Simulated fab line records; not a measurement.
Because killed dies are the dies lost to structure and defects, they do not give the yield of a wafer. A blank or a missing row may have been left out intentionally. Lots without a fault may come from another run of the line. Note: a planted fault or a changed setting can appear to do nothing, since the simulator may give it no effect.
fab line records	flow n5Finfet
record: lots: 7	wafers: 39
route steps=1938 shown DUMMY_GATE@246 MOL_CONTACT_COAG@609 BEOL_M5@1112 BEOL_M7@1263 BEOL_M9@1419 BEOL_M11@1573
startH: hours from the record's first day to the start of the lot's first wafer shown	waitH: hours from the lot's prior step to this one	" the same as in the row above	L1.1+2: several wafers, shown together as one row	- either no value or no given start	* or withheld: withheld	< > ~ a bound
route shown NAME@n: names a module that has steps shown in the file, with the first one's number in the route	usual: average and standard deviation across the fault-free wafers	same: alike in all rows	chamber/n: place in a boat	sites: readings site by site	_std_site: how widely they spread, as a standard deviation	_edge_site: outer sites' mean less inner sites'	radiusMm: for every site, how far away it sits from the centre of the wafer	mask NAME#n: copy n	behind: tool/chamber where the wafer was last shaped	hold: why the lot was held/for how many hours/how that ended	device: whichever transistor did not switch (one of n, p or np)	end of line: the tests these same wafers got at the end of their route	a step with no rows: only its recipe	killed: the dies lost at the first sort to structure and to defects; this is not the yield of the wafer	map: per-die view of a wafer (x killed, . not killed, _ where there is no die)
set.NAME: the setting as run; set.NAME@STEP: as run at that earlier step	model.NAME: the simulator's own value behind a step, which no gauge read
lots where settings were altered on purpose, with a table for each step and a row for each wafer
== steps ==
step: N5_DUMMY_GATE_ETCH_32
recipe: chemistry: CF4	target: SiO2	targetDepthA: 35	timeS: 3.9	ionEnergyEv: 350	pressureMtorr: 10	icpW: 800	biasW: 400	cf4FlowSccm: 80
lot.wafer	tool	chamber	startH	waitH	set.timeS	model.etch.depthNm
L076.1	rieSi-05	2	59.35	0.1	3.9	3.519
L076.2	"	1	"	"	3.15	2.804
L076.3	"	3	"	"	3.15	2.838
L076.4	"	0	"	"	3.9	3.496
L076.5	"	2	"	"	3.15	2.812
L076.6	"	3	"	"	3.9	3.507
L079.1	rieSi-04	3	76.15	0.1	3.9	3.458
L079.2	"	2	"	"	3.9	3.613
L079.3	"	0	"	"	3.9	3.497
L079.4	"	1	"	"	3.9	3.557
L079.5	"	0	"	"	3.9	3.491
L079.6	"	1	"	"	3.9	3.561
L084.1	rieSi-06	3	106.23	0.1	3.9	3.506
L084.4	"	0	"	"	3.9	3.473
L084.5	"	3	"	"	3.9	3.546
L085.1	rieSi-04	1	117.79	0.1	3.9	3.57
L085.2	"	0	"	"	6.238	5.576
L085.3	"	2	"	"	3.9	3.562
L085.4	"	3	"	"	6.238	5.62
L085.5	"	3	"	"	6.238	5.532
L085.6	"	2	"	"	3.9	3.585
L086.1	rieSi-04	0	122.04	0.1	3.9	3.53
L086.2	"	3	"	"	3.9	3.495
L086.3	"	1	"	"	3.9	3.595
L086.4	"	2	"	"	3.9	3.602
L086.5	"	2	"	"	3.9	3.607
L086.6	"	1	"	"	3.9	3.582
L087.1	rieSi-06	1	127.40	0.1	3.9	3.536
L087.2	"	0	"	"	3.9	3.47
L087.3	"	3	"	"	5.972	5.358
L087.4	"	2	"	"	3.9	3.539
L087.5	"	2	"	"	5.972	5.433
L087.6	"	3	"	"	5.972	5.413
L094.1	rieSi-06	3	187.28	0.1	2.548	2.271
L094.2	"	2	"	"	3.9	3.508
L094.3	"	1	"	"	2.548	2.267
L094.4	"	0	"	"	3.9	3.478
L094.5	"	0	"	"	3.9	3.437
L094.6	"	1	"	"	2.548	2.307
step: N5_MOL_CONTACT_COAG_ETCHBACK_134
recipe: chemistry: CHF3	target: SiO2	targetDepthA: 100	timeS: 6.7	ionEnergyEv: 200	pressureMtorr: 30	sourceW: 610	biasW: 170	Ar_flow_sccm: 200	CHF3_flow_sccm: 50
lot.wafer	tool	chamber	startH	waitH	set.timeS	model.CAR-EUV_of_MOL_CONTACT_COAG_COAT_34.thkNm
L076.1	rieDiel-04	0	112.72	0.2	8.085	15.2
L076.2+4+5	"	3,1,0	"	"	6.7	15.4
L076.3+6	"	2,1	"	"	8.085	15
L079.1	rieDiel-02	0	146.97	0.2	3.192	16.2
L079.2+5	"	2,3	"	"	3.192	16.4
L079.3+6	"	3,2	"	"	6.7	15.6
L079.4	"	1	"	"	6.7	15.8
L084.1+4+5	rieDiel-05	2,3,0	176.70	0.2	6.7	15.4
L085.1	rieDiel-05	2	180.66	0.1	6.7	15.8
L085.2+5	"	0,1	"	"	6.7	15.6
L085.3+6	"	1,2	"	"	5.449	15.8
L085.4	"	3	"	"	5.449	16
L086.1	rieDiel-02	2	189.11	0.1	6.7	15.2
L086.2+3+5	"	0,1,3	"	"	5.417	15.6
L086.4+6	"	3,0	"	"	6.7	15.4
L087.1	rieDiel-05	0	191.76	0.1	7.741	15.2
L087.2	"	2	"	"	6.7	15.4
L087.3+4	"	3,1	"	"	6.7	15.6
L087.5+6	"	3,0	"	"	7.741	15.4
L094.1+4+6	rieDiel-04	0,3,3	244.16	0.2	6.7	15.6
L094.2+3+5	"	2,1,0	"	"	9.192	15
step: N5_BEOL_M5_ILD_DEP_00
recipe: material: SiCOH_lowk	targetThkA: 1406.4	tempC: 300	precursor: DEMS/porogen	pressureTorr: 5	rfW: 500	timeS: 25.9
lot.wafer	tool	chamber	startH	waitH	set.targetThkA	model.SiCOH_lowk_of_BEOL_M5_ILD_DEP_00.thkNm
L076.1	pecvd-02	1	250.86	0.8	1406.4	138.6
L076.2+6	"	0,1	"	"	1081	107.4
L076.3	"	2	"	"	1406.4	138.2
L076.4	"	0	"	"	1406.4	141.8
L076.5	"	2	"	"	1081	109.2
L084.1	pecvd-03	2	281.91	0.8	1406.4	139.4
L084.4	"	2	"	"	1406.4	139.6
L084.5	"	0	"	"	1406.4	139.2
L085.1	pecvd-04	1	289.81	0.8	2078	204.2
L085.2	"	2	"	"	1406.4	139.8
L085.3	"	0	"	"	2078	204
L085.4	"	1	"	"	1406.4	140.8
L085.5	"	2	"	"	2078	208.4
L085.6	"	0	"	"	1406.4	140.2
L086.1	pecvd-03	0	296.69	0.8	1406.4	140.6
L086.2+3	"	1,2	"	"	1797	179.2
L086.4	"	1	"	"	1797	181.8
L086.5	"	0	"	"	1406.4	142.6
L086.6	"	2	"	"	1406.4	144.8
L087.1+3	pecvd-04	1,0	315.87	0.8	1943	192
L087.2	"	2	"	"	1943	191.4
L087.4	"	0	"	"	1406.4	142.6
L087.5	"	2	"	"	1406.4	141.8
L087.6	"	1	"	"	1406.4	140
L079.1	pecvd-02	2	348.26	0.8	1859	185.4
L079.2	"	1	"	"	1406.4	139.6
L079.3	"	0	"	"	1406.4	140
L079.4	"	1	"	"	1859	188.2
L079.5	"	0	"	"	1859	186.4
L079.6	"	2	"	"	1406.4	141.4
L094.1	pecvd-02	1	370.40	0.8	1159	115
L094.2	"	0	"	"	1406.4	142
L094.3	"	2	"	"	1406.4	140.8
L094.4	"	1	"	"	1159	117.4
L094.5	"	2	"	"	1159	116.8
L094.6	"	0	"	"	1406.4	143
step: N5_BEOL_M5_CURE_79
recipe: tempC: 385	timeS: 240	ambient: He/Ar	material: SiCOH_lowk
lot.wafer	tool	chamber	startH	waitH	set.targetThkA@BEOL_M5_ILD_DEP_00	model.SiCOH_lowk_of_BEOL_M5_ILD_DEP_00.thkNm
L076.1	uvCure-01	0	250.92	0.0	1406.4	119.2
L076.2+6	"	0	"	"	1081	92.2
L076.3	"	0	"	"	1406.4	118.8
L076.4	"	0	"	"	1406.4	122
L076.5	"	0	"	"	1081	93.8
L084.1+4	uvCure-02	0	281.97	0.0	1406.4	120
L084.5	"	0	"	"	1406.4	119.8
L085.1	uvCure-03	0	289.87	0.0	2078	176.4
L085.2	"	0	"	"	1406.4	120.4
L085.3	"	0	"	"	2078	176.2
L085.4	"	0	"	"	1406.4	121.2
L085.5	"	0	"	"	2078	180
L085.6	"	0	"	"	1406.4	120.6
L086.1	uvCure-02	1	296.77	0.1	1406.4	121
L086.2	"	1	"	"	1797	154.6
L086.3	"	1	"	"	1797	154.4
L086.4	"	1	"	"	1797	156.8
L086.5	"	1	"	"	1406.4	122.8
L086.6	"	1	"	"	1406.4	124.6
L087.1	uvCure-03	0	315.93	0.0	1943	165.6
L087.2	"	0	"	"	1943	165.2
L087.3	"	0	"	"	1943	165.8
L087.4	"	0	"	"	1406.4	122.6
L087.5	"	0	"	"	1406.4	122
L087.6	"	0	"	"	1406.4	120.4
L079.1	uvCure-02	1	348.32	0.0	1859	160
L079.2	"	1	"	"	1406.4	120.2
L079.3	"	1	"	"	1406.4	120.4
L079.4	"	1	"	"	1859	162.4
L079.5	"	1	"	"	1859	160.8
L079.6	"	1	"	"	1406.4	121.8
L094.1	uvCure-02	0	370.47	0.0	1159	98.8
L094.2	"	0	"	"	1406.4	122.2
L094.3	"	0	"	"	1406.4	121.2
L094.4	"	0	"	"	1159	101
L094.5	"	0	"	"	1159	100.2
L094.6	"	0	"	"	1406.4	123
step: N5_BEOL_M5_THK_MEAS_01
recipe: reads: SiCOH_lowk_of_BEOL_M5_ILD_DEP_00
usual: M5_ILD_THK: 121.2/1.4
lot.wafer	tool	chamber	startH	waitH	set.targetThkA@BEOL_M5_ILD_DEP_00	M5_ILD_THK[nm]
L076.1	filmMetro-01	-	251.43	0.4	1406.4	119.3
L076.2	"	-	"	"	1081	92.2
L076.3	"	-	"	"	1406.4	118.8
L076.4	"	-	"	"	1406.4	121.9
L076.5	"	-	"	"	1081	93.7
L076.6	"	-	"	"	1081	92.2
L084.1	filmMetro-01	-	282.48	0.4	1406.4	119.9
L084.4	"	-	"	"	1406.4	120.0
L084.5	"	-	"	"	1406.4	119.7
L085.1	filmMetro-02	-	290.38	0.4	2078	176.3
L085.2	"	-	"	"	1406.4	120.4
L085.3	"	-	"	"	2078	176.2
L085.4	"	-	"	"	1406.4	121.0
L085.5	"	-	"	"	2078	180.0
L085.6	"	-	"	"	1406.4	120.4
L086.1	filmMetro-01	-	297.28	0.4	1406.4	120.9
L086.2	"	-	"	"	1797	154.5
L086.3	"	-	"	"	1797	154.5
L086.4	"	-	"	"	1797	156.8
L086.5	"	-	"	"	1406.4	122.8
L086.6	"	-	"	"	1406.4	124.7
L087.1	filmMetro-01	-	316.44	0.4	1943	165.8
L087.2	"	-	"	"	1943	165.2
L087.3	"	-	"	"	1943	165.7
L087.4	"	-	"	"	1406.4	122.6
L087.5	"	-	"	"	1406.4	122.0
L087.6	"	-	"	"	1406.4	120.4
L079.1	filmMetro-02	-	348.83	0.4	1859	160.0
L079.2	"	-	"	"	1406.4	120.1
L079.3	"	-	"	"	1406.4	120.5
L079.4	"	-	"	"	1859	162.4
L079.5	"	-	"	"	1859	160.7
L079.6	"	-	"	"	1406.4	121.7
L094.1	filmMetro-01	-	371.47	0.8	1159	98.7
L094.2	"	-	"	"	1406.4	122.2
L094.3	"	-	"	"	1406.4	121.3
L094.4	"	-	"	"	1159	101.0
L094.5	"	-	"	"	1159	100.4
L094.6	"	-	"	"	1406.4	123.0
step: N5_BEOL_M7_ILD_DEP_00
recipe: material: SiCOH_lowk	targetThkA: 1797.5	tempC: 300	precursor: DEMS/porogen	pressureTorr: 5	rfW: 500	timeS: 33.4
lot.wafer	tool	chamber	startH	waitH	set.timeS	model.SiCOH_lowk_of_BEOL_M7_ILD_DEP_00.thkNm
L076.1	pecvd-01	1	267.32	0.0	33.4	178.4
L076.2	"	2	"	"	23.56	125.8
L076.3	"	0	"	"	33.4	178
L076.4	"	0	"	"	23.56	130.6
L076.5	"	2	"	"	33.4	180.2
L076.6	"	1	"	"	23.56	128.6
L084.1	pecvd-04	1	303.38	0.0	33.4	182.2
L084.4	"	0	"	"	33.4	184
L084.5	"	1	"	"	33.4	186
L085.1	pecvd-01	1	313.35	0.0	33.4	175.2
L085.2	"	2	"	"	33.4	176.4
L085.3	"	1	"	"	33.4	178
L085.4	"	2	"	"	33.4	179
L085.5	"	2	"	"	33.4	179.6
L085.6	"	1	"	"	33.4	179.4
L086.1+2	pecvd-03	0,1	317.88	0.0	33.4	179.6
L086.3	"	2	"	"	33.4	177.2
L086.4	"	1	"	"	33.4	183.8
L086.5	"	2	"	"	33.4	181.4
L086.6	"	0	"	"	33.4	182.4
L087.1+3	pecvd-04	2,1	337.17	0.0	33.4	184
L087.2	"	0	"	"	33.4	178.8
L087.4	"	0	"	"	33.4	185.4
L087.5	"	2	"	"	33.4	183.6
L087.6	"	1	"	"	33.4	184.4
L079.1	pecvd-04	1	372.51	0.0	44.56	236
L079.2	"	2	"	"	33.4	179
L079.3	"	0	"	"	33.4	177.8
L079.4	"	1	"	"	44.56	240.2
L079.5	"	0	"	"	33.4	178.4
L079.6	"	2	"	"	44.56	239
L094.1	pecvd-03	1	392.01	0.0	33.4	179.8
L094.2	"	2	"	"	33.4	181.8
L094.3	"	0	"	"	33.4	181.6
L094.4	"	2	"	"	33.4	183.8
L094.5	"	0	"	"	33.4	183.2
L094.6	"	1	"	"	33.4	184.6
step: N5_BEOL_M7_CURE_74
recipe: tempC: 385	timeS: 240	ambient: He/Ar	material: SiCOH_lowk
lot.wafer	tool	chamber	startH	waitH	set.timeS@BEOL_M7_ILD_DEP_00	model.SiCOH_lowk_of_BEOL_M7_ILD_DEP_00.thkNm
L076.1	uvCure-01	0	267.39	0.0	33.4	153.8
L076.2	"	0	"	"	23.56	108.2
L076.3	"	0	"	"	33.4	153.4
L076.4	"	0	"	"	23.56	112.2
L076.5	"	0	"	"	33.4	155.4
L076.6	"	0	"	"	23.56	110.6
L084.1	uvCure-01	1	303.44	0.0	33.4	157.2
L084.4	"	1	"	"	33.4	158.8
L084.5	"	1	"	"	33.4	160.4
L085.1	uvCure-03	0	313.95	0.6	33.4	151.2
L085.2	"	0	"	"	33.4	152
L085.3	"	0	"	"	33.4	153.4
L085.4	"	0	"	"	33.4	154.4
L085.5	"	0	"	"	33.4	155
L085.6	"	0	"	"	33.4	154.6
L086.1	uvCure-02	0	317.95	0.0	33.4	154.8
L086.2	"	0	"	"	33.4	155
L086.3	"	0	"	"	33.4	152.8
L086.4	"	0	"	"	33.4	158.6
L086.5	"	0	"	"	33.4	156.4
L086.6	"	0	"	"	33.4	157.4
L087.1	uvCure-03	1	337.59	0.4	33.4	158.8
L087.2	"	1	"	"	33.4	154.2
L087.3	"	1	"	"	33.4	158.6
L087.4	"	1	"	"	33.4	159.8
L087.5	"	1	"	"	33.4	158.4
L087.6	"	1	"	"	33.4	159
L079.1	uvCure-03	1	372.57	0.0	44.56	204.2
L079.2	"	1	"	"	33.4	154.4
L079.3	"	1	"	"	33.4	153.4
L079.4	"	1	"	"	44.56	207.8
L079.5	"	1	"	"	33.4	153.8
L079.6	"	1	"	"	44.56	206.8
L094.1	uvCure-03	2	392.08	0.0	33.4	155.2
L094.2	"	2	"	"	33.4	156.8
L094.3	"	2	"	"	33.4	156.6
L094.4	"	2	"	"	33.4	158.6
L094.5	"	2	"	"	33.4	158
L094.6	"	2	"	"	33.4	159.2
step: N5_BEOL_M7_THK_MEAS_01
recipe: reads: SiCOH_lowk_of_BEOL_M7_ILD_DEP_00
usual: M7_ILD_THK: 155.9/2
lot.wafer	tool	chamber	startH	waitH	set.timeS@BEOL_M7_ILD_DEP_00	M7_ILD_THK[nm]
L076.1	filmMetro-02	-	267.90	0.4	33.4	153.9
L076.2	"	-	"	"	23.56	108.1
L076.3	"	-	"	"	33.4	153.4
L076.4	"	-	"	"	23.56	112.2
L076.5	"	-	"	"	33.4	155.3
L076.6	"	-	"	"	23.56	110.5
L084.1	filmMetro-01	-	303.95	0.4	33.4	157.2
L084.4	"	-	"	"	33.4	158.8
L084.5	"	-	"	"	33.4	160.4
L085.1	filmMetro-02	-	314.46	0.4	33.4	151.1
L085.2	"	-	"	"	33.4	152.0
L085.3	"	-	"	"	33.4	153.4
L085.4	"	-	"	"	33.4	154.3
L085.5	"	-	"	"	33.4	154.9
L085.6	"	-	"	"	33.4	154.8
L086.1	filmMetro-01	-	318.46	0.4	33.4	154.7
L086.2	"	-	"	"	33.4	154.9
L086.3	"	-	"	"	33.4	152.8
L086.4	"	-	"	"	33.4	158.6
L086.5	"	-	"	"	33.4	156.5
L086.6	"	-	"	"	33.4	157.4
L087.1	filmMetro-02	-	338.10	0.4	33.4	158.6
L087.2	"	-	"	"	33.4	154.2
L087.3	"	-	"	"	33.4	158.7
L087.4	"	-	"	"	33.4	159.8
L087.5	"	-	"	"	33.4	158.4
L087.6	"	-	"	"	33.4	159.1
L079.1	filmMetro-01	-	373.08	0.4	44.56	204.2
L079.2	"	-	"	"	33.4	154.4
L079.3	"	-	"	"	33.4	153.3
L079.4	"	-	"	"	44.56	207.9
L079.5	"	-	"	"	33.4	153.8
L079.6	"	-	"	"	44.56	207.0
L094.1	filmMetro-01	-	392.59	0.4	33.4	155.0
L094.2	"	-	"	"	33.4	156.8
L094.3	"	-	"	"	33.4	156.7
L094.4	"	-	"	"	33.4	158.5
L094.5	"	-	"	"	33.4	157.9
L094.6	"	-	"	"	33.4	159.2
step: N5_BEOL_M9_ETCH_62
recipe: chemistry: N2/H2	target: SOC	targetDepthA: 1100	overetchA: 220	maskMaterial: SiARC	tempC: 40	timeS: 165	ionEnergyEv: 200	pressureMtorr: 30	sourceW: 840	biasW: 150	n2FlowSccm: 200	h2FlowSccm: 200
lot.wafer	tool	chamber	startH	waitH	set.timeS	model.etch.depthNm	model.SiARC_of_BEOL_M9_COAT_60.thkNm	model.BEOL_M9.cdOffsetNm
L076.1	rieDiel-06	1	282.58	0.0	210.9	99.65	21.6	0.6
L076.2	"	2	"	"	210.9	100.2	21.8	0.4
L076.3	"	0	"	"	165	99.94	23.6	-0.2
L076.4	"	0	"	"	210.9	100	21.8	0.4
L076.5	"	2	"	"	165	100.1	23.8	-0.6
L076.6	"	1	"	"	165	100.2	23.6	-0.6
L084.1	rieDiel-06	3	322.73	0.0	165	100	23.6	0.4
L084.4	"	0	"	"	165	100.1	23.2	0.6
L084.5	"	2	"	"	165	100.2	23.6	-0.2
L085.1	rieDiel-06	2	335.04	0.0	165	99.9	23.6	0.4
L085.2	"	3	"	"	165	99.63	23.6	0
L085.3	"	1	"	"	165	99.79	23.4	0
L085.4	"	0	"	"	165	99.69	23.4	0
L085.5	"	2	"	"	165	99.73	23.8	0.2
L085.6	"	1	"	"	165	99.93	23.4	-0.2
L086.1	rieDiel-06	2	336.26	0.0	165	100.1	23.6	0.2
L086.2	"	3	"	"	165	99.49	23.6	-0.2
L086.3	"	0	"	"	165	99.95	23.4	-0.4
L086.4	"	1	"	"	165	99.96	23.4	-0.8
L086.5	"	3	"	"	165	100.1	23.4	-0.2
L086.6	"	0	"	"	165	99.89	23.4	-0.2
L087.1	rieDiel-06	1	354.67	0.0	165	99.98	23.6	0.4
L087.2	"	2	"	"	92.97	73.53	26.6	-0.8
L087.3	"	3	"	"	165	100.1	23.8	0.2
L087.4	"	0	"	"	165	100.1	23.6	0.4
L087.5	"	2	"	"	92.97	72.83	26.6	-0.8
L087.6	"	3	"	"	92.97	73.53	26.6	-1.2
L079.1	rieDiel-03	1	397.54	0.0	248.8	100.4	20.2	1.4
L079.2	"	2	"	"	248.8	100.1	20.4	1.4
L079.3	"	3	"	"	165	100.1	23.6	-0.2
L079.4	"	2	"	"	165	99.93	23.6	-0.4
L079.5	"	1	"	"	248.8	100	20.2	2
L079.6	"	3	"	"	165	99.8	23.6	0.2
L094.1	rieDiel-01	3	413.16	0.0	165	100.2	23.6	0
L094.2	"	1	"	"	121.5	95.66	25.4	-1.2
L094.3	"	2	"	"	165	100.4	23.4	-0.6
L094.4	"	0	"	"	121.5	95.28	25.4	-1
L094.5	"	3	"	"	121.5	98.58	25.2	-0.4
L094.6	"	0	"	"	165	100.1	23.8	-0.6
step: N5_BEOL_M11_ETCH_66
recipe: chemistry: N2/H2	target: SOC	targetDepthA: 1200	overetchA: 240	maskMaterial: SiARC	tempC: 40	timeS: 180	ionEnergyEv: 200	pressureMtorr: 30	sourceW: 840	biasW: 150	n2FlowSccm: 200	h2FlowSccm: 200
lot.wafer	tool	chamber	startH	waitH	set.timeS	model.etch.depthNm	model.SiARC_of_BEOL_M11_COAT_64.thkNm
L076.1	rieDiel-01	2	305.46	0.0	218.9	99.45	20.6
L076.2	"	3	"	"	180	99.7	22.6
L076.3	"	1	"	"	180	99.26	22.6
L076.4	"	0	"	"	218.9	99.41	21.2
L076.5	"	1	"	"	180	99.69	22.8
L076.6	"	0	"	"	218.9	99.64	21.2
L084.1	rieDiel-01	1	342.15	0.0	180	99.99	23
L084.4	"	0	"	"	180	100.4	23
L084.5	"	0	"	"	180	99.96	22.8
L086.1	rieDiel-06	0	353.25	0.0	266	100.2	18.8
L086.2	"	2	"	"	266	100.2	19.4
L086.3	"	1	"	"	180	100.1	22.6
L086.4	"	3	"	"	180	100.2	22.8
L086.5	"	0	"	"	266	100.3	19
L086.6	"	1	"	"	180	100.2	22.6
L085.1	rieDiel-06	1	357.29	0.0	180	100.1	22.8
L085.2+6	"	0	"	"	180	100	22.8
L085.3	"	2	"	"	180	99.8	23
L085.4	"	3	"	"	180	100.1	23
L085.5	"	3	"	"	180	99.9	23
L087.1	rieDiel-03	3	378.48	0.0	92.76	73.47	26.4
L087.2	"	1	"	"	180	100.1	22.8
L087.3	"	0	"	"	180	100.1	23
L087.4	"	2	"	"	180	100.4	22.8
L087.5	"	2	"	"	92.76	72.77	26.4
L087.6	"	1	"	"	92.76	74.85	26.2
L079.1	rieDiel-06	3	419.01	0.0	102.6	81.62	25.6
L079.2	"	2	"	"	180	99.37	22.6
L079.3	"	0	"	"	180	99.79	22.4
L079.4	"	1	"	"	180	99.64	22.4
L079.5	"	1	"	"	102.6	83.6	25.6
L079.6	"	2	"	"	102.6	82.33	25.8
L094.1	rieDiel-01	2	434.95	0.0	180	99.67	22.2
L094.2	"	0	"	"	180	99.86	22.6
L094.3	"	3	"	"	180	99.96	22.4
L094.4	"	1	"	"	180	99.7	22.6
L094.5	"	1	"	"	180	99.66	22.6
L094.6	"	0	"	"	180	99.38	22.8
== key ==
split: step: N5_DUMMY_GATE_ETCH_32	setting: timeS	stated: 3.9	by: wafer
response: step: N5_DUMMY_GATE_ETCH_32	reading: model.etch.depthNm	change: +0.0344	per: 1%	r: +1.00
split: step: N5_MOL_CONTACT_COAG_ETCHBACK_134	setting: timeS	stated: 6.7	by: wafer
response: step: N5_MOL_CONTACT_COAG_ETCHBACK_134	reading: model.CAR-EUV_of_MOL_CONTACT_COAG_COAT_34.thkNm	change: -0.0138	per: 1%	r: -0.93
split: step: N5_BEOL_M5_ILD_DEP_00	setting: targetThkA	stated: 1406.4	by: wafer
response: step: N5_BEOL_M5_ILD_DEP_00	reading: model.SiCOH_lowk_of_BEOL_M5_ILD_DEP_00.thkNm	change: +1.37	per: 1%	r: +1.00
response: step: N5_BEOL_M5_CURE_79	reading: model.SiCOH_lowk_of_BEOL_M5_ILD_DEP_00.thkNm	change: +1.19	per: 1%	r: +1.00
response: step: N5_BEOL_M5_THK_MEAS_01	reading: M5_ILD_THK	change: +1.19	per: 1%	r: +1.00
split: step: N5_BEOL_M7_ILD_DEP_00	setting: timeS	stated: 33.4	by: wafer
response: step: N5_BEOL_M7_ILD_DEP_00	reading: model.SiCOH_lowk_of_BEOL_M7_ILD_DEP_00.thkNm	change: +1.76	per: 1%	r: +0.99
response: step: N5_BEOL_M7_CURE_74	reading: model.SiCOH_lowk_of_BEOL_M7_ILD_DEP_00.thkNm	change: +1.53	per: 1%	r: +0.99
response: step: N5_BEOL_M7_THK_MEAS_01	reading: M7_ILD_THK	change: +1.54	per: 1%	r: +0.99
split: step: N5_BEOL_M9_ETCH_62	setting: timeS	stated: 165	by: wafer
response: step: N5_BEOL_M9_ETCH_62	reading: model.etch.depthNm	shape: bent	atLowest: 73.3	atStated: 99.98	atHighest: 100.2
response: step: N5_BEOL_M9_ETCH_62	reading: model.SiARC_of_BEOL_M9_COAT_60.thkNm	change: -0.0666	per: 1%	r: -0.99
response: step: N5_BEOL_M9_ETCH_62	reading: model.BEOL_M9.cdOffsetNm	change: +0.0305	per: 1%	r: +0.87
split: step: N5_BEOL_M11_ETCH_66	setting: timeS	stated: 180	by: wafer
response: step: N5_BEOL_M11_ETCH_66	reading: model.etch.depthNm	shape: bent	atLowest: 73.7	atStated: 99.89	atHighest: 100.2
response: step: N5_BEOL_M11_ETCH_66	reading: model.SiARC_of_BEOL_M11_COAT_64.thkNm	change: -0.0739	per: 1%	r: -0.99
